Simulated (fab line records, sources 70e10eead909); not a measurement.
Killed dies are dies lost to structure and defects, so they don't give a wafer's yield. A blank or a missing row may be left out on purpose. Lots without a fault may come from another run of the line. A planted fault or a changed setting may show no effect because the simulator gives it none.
Chamber matching | flow nand_harc | NHARC_A_SLIT_DESCUM_14 on rie_diel-12: 4 sister chambers
The step chemistry O2, time 3 s. 18 wafers are shown with their chamber, then 9 later ones without.

WAFERS WITH THEIR CHAMBER
wafer  | chamber | drypump_motor_current_A (A) | oes_product_au (a.u.) | throttle_valve_pct (%)
L074.2 | 0       | 5.8                         | 0.989                 | 11.305
L074.3 | 3       | 5.8                         | 0.986                 | 11.307
L074.5 | 1       | 5.6                         | 0.971                 | 11.302
L075.2 | 1       | 5.6                         | 0.980                 | 11.314
L075.3 | 0       | 5.7                         | 0.991                 | 11.307
L075.4 | 2       | 5.7                         | 1.006                 | 11.307
L077.1 | 3       | 5.8                         | 0.998                 | 11.322
L077.4 | 2       | 5.6                         | 1.006                 | 11.327
L077.6 | 0       | 5.8                         | 0.991                 | 11.319
L078.2 | 3       | 5.8                         | 0.987                 | 11.314
L078.3 | 0       | 5.8                         | 0.994                 | 11.305
L078.6 | 0       | 5.8                         | 0.997                 | 11.321
L085.2 | 3       | 5.8                         | 0.984                 | 11.310
L085.3 | 1       | 5.6                         | 0.979                 | 11.301
L085.4 | 0       | 5.8                         | 0.983                 | 11.306
L088.2 | 2       | 5.6                         | 0.998                 | 11.321
L088.3 | 0       | 5.7                         | 0.995                 | 11.291
L088.4 | 1       | 5.6                         | 0.981                 | 11.313

SIGNATURES (means of the wafers above)
reading                 | chamber 0 | chamber 1 | chamber 2 | chamber 3 | scatter within a chamber
drypump_motor_current_A | 5.771     | 5.600     | 5.633     | 5.800     | 0.0387
oes_product_au          | 0.99143   | 0.97775   | 1.00333   | 0.98875   | 0.00501
throttle_valve_pct      | 11.30771  | 11.30750  | 11.31833  | 11.31325  | 0.0088
Rule: a wafer's distance from a chamber is the root of the sum, over the readings, of the square of ((its reading less the chamber's mean) divided by the reading's scatter). The wafer belongs to the nearest chamber; if the next one is less than 2 further off, it can't be placed. The scatter: the root of (the sum of the squares of (reading less its chamber's mean) over the shown wafers, divided by (wafers less chambers)).

WAFERS WITHOUT THEIR CHAMBER
wafer  | drypump_motor_current_A (A) | oes_product_au (a.u.) | throttle_valve_pct (%)
L091.1 | 5.6                         | 0.994                 | 11.326
L091.3 | 5.8                         | 0.990                 | 11.286
L091.4 | 5.6                         | 0.990                 | 11.326
L092.1 | 5.8                         | 0.995                 | 11.318
L092.2 | 5.6                         | 1.004                 | 11.329
L092.5 | 5.6                         | 1.006                 | 11.305
L097.3 | 5.8                         | 0.988                 | 11.321
L097.5 | 5.7                         | 0.996                 | 11.319
L097.6 | 5.6                         | 0.986                 | 11.302

WHICH CHAMBER EACH WENT THROUGH
wafer  | from the rows above          | in truth
L091.1 | can't be placed: 2 or 1      | 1
L091.3 | can't be placed: 0 or 3      | 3
L091.4 | can't be placed: 2 or 1 or 0 | 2
L092.1 | can't be placed: 3 or 0      | 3
L092.2 | 2                            | 2
L092.5 | 2                            | 2
L097.3 | can't be placed: 3 or 0      | 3
L097.5 | can't be placed: 2 or 0 or 3 | 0
L097.6 | 1                            | 1
Placed correctly: 3 of 9. Can't be placed from these rows: 6 (the true chamber is among the candidates in 6). Placed wrongly: 0.
